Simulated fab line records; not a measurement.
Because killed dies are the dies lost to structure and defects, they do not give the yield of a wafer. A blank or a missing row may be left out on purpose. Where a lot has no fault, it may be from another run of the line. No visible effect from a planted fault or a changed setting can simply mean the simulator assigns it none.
Comparing a struck lot with a sound one + flow n5-finfet + 16 out of 1938 route steps
Sound: these wafers, L712.1, L712.4, L712.5. Struck: wafer L715.2 (L715.1, L715.4, from the same lot, were not struck and are left out); the cause is given at the end.
Per side, at each step with rows, come the tool, then ch with its chambers, and then its first start. Under that, the readings that differ: sound wafers + struck wafers + difference of the means + sigmas: that difference in standard deviations of wafers without a fault.
alike: words and numbers the same on both sides, and readings whose means are apart by under 2 such deviations; not compared: readings that were withheld, readings missing a value for some wafer, numbers with overlapping values and no deviation given by the record, and bounds like >300 which may hide the same value.
Wherever a step has rows on one side only, a row that says differs or no value, or a row with sigmas, the two part there. Non-overlapping numbers with no deviation appear without sigmas and do not part them. A reading that every wafer of one side lacks parts them only if that side has two wafers or more.

N5_BEOL_M1_DESCUM_16: chemistry O2, time 7 s.
  sound on rie-diel-03 ch 0,2,3, day 7 05:46; struck on rie-diel-06 ch 2, day 8 04:34
  alike: drypump-motor-current-A, oes-product-au, rf-vpp-V, showerhead-plenum-p-Torr, throttle-valve-pct
  not compared: rf-hours-counter-h
N5_BEOL_M1_ETCH_74: etches underlayer in N2/H2, target depth 6.5 nm, time 5.2 s.
  sound on rie-diel-03 ch 0,2,3, day 7 05:47; struck on rie-diel-06 ch 2, day 8 04:36
  alike: drypump-motor-current-A, etch-rf-on-time-s, oes-product-au, rf-vpp-V, showerhead-plenum-p-Torr, throttle-valve-pct
  not compared: rf-hours-counter-h
then, 4 steps without rows for these wafers: N5_BEOL_M1_ETCH_63 (etches SiARC in CF4, target depth 15.6 nm, time 26 s); N5_BEOL_M1_ETCH_64 (etches SOC in N2/H2, target depth 75 nm, overetch 15 nm, time 112.5 s); N5_BEOL_M1_STRIP_65 (strips in N2/H2); N5_BEOL_M1_STRIP_75 (strips in N2/H2).
N5_BEOL_M1_STRIP_66: strips in CF4.
  sound on rie-diel-03 ch 0,2,3, day 7 05:58; struck on rie-diel-06 ch 2, day 8 04:46
  alike: drypump-motor-current-A, oes-product-au, power-w, rf-vpp-V, showerhead-plenum-p-Torr, throttle-valve-pct
  not compared: rf-hours-counter-h
N5_BEOL_M1_HM_OPEN_17: chemistry Cl2/BCl3, target TiN, target depth 20 nm, overetch 6 nm.
  sound on rie-metal-03 ch 0,1, day 7 06:00; struck on rie-metal-03 ch 1, day 8 04:49
  alike: bcl3-flow-sccm, drypump-motor-current-A, mfc-cl2-sccm, oes-product-au, throttle-valve-pct
  not compared: rf-hours-counter-h
N5_BEOL_M1_STRIP_19: strips in O2.
  sound on rie-diel-04 ch 2,3, day 7 06:07; struck on rie-diel-06 ch 2, day 8 04:56
  alike: drypump-motor-current-A, oes-product-au, rf-vpp-V, showerhead-plenum-p-Torr, throttle-valve-pct
  not compared: rf-hours-counter-h
N5_BEOL_M1_CD_MEAS_18: pitch 36 nm, target cd 18 nm.
  sound on cd-sem-03 at day 7 06:11; struck on cd-sem-03 at day 8 05:00
  alike: cd-nm
then, 2 steps without rows for these wafers: N5_BEOL_M1_COAT_67 (time 60 s, resist thk 60 nm); N5_BEOL_M1_COAT_68 (time 60 s, resist thk 12 nm).
N5_BEOL_M1_COAT_76: time 60 s, resist thk 5 nm.
  sound on litho-track-02 ch 0, day 7 06:14; struck on litho-track-01 ch 0, day 8 05:02
| reading          | sound             | struck | difference | sigmas |
|------------------|-------------------|--------|------------|--------|
| run-length-s (s) | 66.22 66.01 66.30 | 77.94  | +11.76     | +62    |
then, 1 step without rows for these wafers: N5_BEOL_M1_COAT_22 (resist thk 30 nm).
-- a jump in the record: the struck wafers' starts before and after are 2 days apart (it breaks off in module BEOL_M1 and resumes in module BEOL_M4, where the first step shown is number 1111 of the route) --
N5_BEOL_M4_RC_MEAS_101:
  sound on prober-01 ch 0, day 9 23:26; struck on prober-02 ch 0, day 10 07:34
  alike: DIBL_N, DIBL_P, IOFF_N, IOFF_P, ION_N, ION_P, SS_N, SS_P, VT_N, VT_P
-- the record jumps here: 5 days lie between the struck wafers' starts before and after (it left off in module BEOL_M4 and takes up again in module PASSIVATION, whose first step shown is number 1936 of the route) --
N5_PASSIVATION_PROBE_49:
  sound on prober-01 at day 14 07:09; struck on prober-02 at day 15 01:49
| reading         | sound | struck | difference | sigmas |
|-----------------|-------|--------|------------|--------|
| killed-at-other | 8 5 8 | 1      | -6         | -2     |
  alike: defect-limited-yield, killed_at_M0_to_M3, killed_at_M4_up, killed-at-contacts, killed-at-front-end, killed-dies, killed-open, killed-short, sort_bin_5_function, sort_bin_6_memory, sort-n-pass, sort-yield-pct

WHERE THEY PART
At N5_BEOL_M1_COAT_76 first; at N5_PASSIVATION_PROBE_49 last (within this record only).

WHY: whatever the simulator had introduced
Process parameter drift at N5_BEOL_M1_COAT_76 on litho-track-01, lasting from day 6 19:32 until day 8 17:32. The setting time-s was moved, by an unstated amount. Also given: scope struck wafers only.
